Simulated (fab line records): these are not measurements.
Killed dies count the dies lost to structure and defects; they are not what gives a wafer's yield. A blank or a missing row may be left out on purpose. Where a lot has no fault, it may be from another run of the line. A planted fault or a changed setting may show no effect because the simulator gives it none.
Chamber matching ; flow n5Finfet ; N5_BEOL_M5_ETCH_61 on rieDiel-06 has 4 sister chambers
The step etches SiARC in CF4, target depth 15.6 nm, time 26 s. 4 wafers are shown with their chamber, then 8 later ones without.

EACH WAFER AND ITS CHAMBER
wafer;chamber;throttleValvePct (%)
L084.1;0;15.62
L084.5;2;16.03
L084.6;1;15.13
L088.2;3;15.68

WAFERS WITH NO CHAMBER GIVEN
wafer;throttleValvePct (%)
L088.5;15.12
L088.6;15.62
L091.1;16.07
L091.3;15.70
L091.4;15.13
L096.1;16.07
L096.2;15.15
L096.4;15.71

THE CHAMBER EACH PASSED THROUGH
wafer;from the rows above;in truth
L088.5;1;1
L088.6;0;0
L091.1;2;2
L091.3;3;3
L091.4;1;1
L096.1;2;2
L096.2;1;1
L096.4;3;3
Correct placement for 8 of the 8. Can't be placed from these rows: 0. Placed wrongly: 0.
How it was worked out, from the rows above alone: a wafer's distance from a chamber is the root of the sum, over the readings, of the square of ((its reading less the chamber's mean) divided by the reading's scatter). The wafer belongs to the nearest chamber; if the next one is less than 2 further off, it can't be placed. For every chamber, the mean is computed from those of its wafers that are shown. The scatter: with one shown wafer a chamber, the root of the mean of the squares of how far each hidden wafer lies from its nearest shown one.
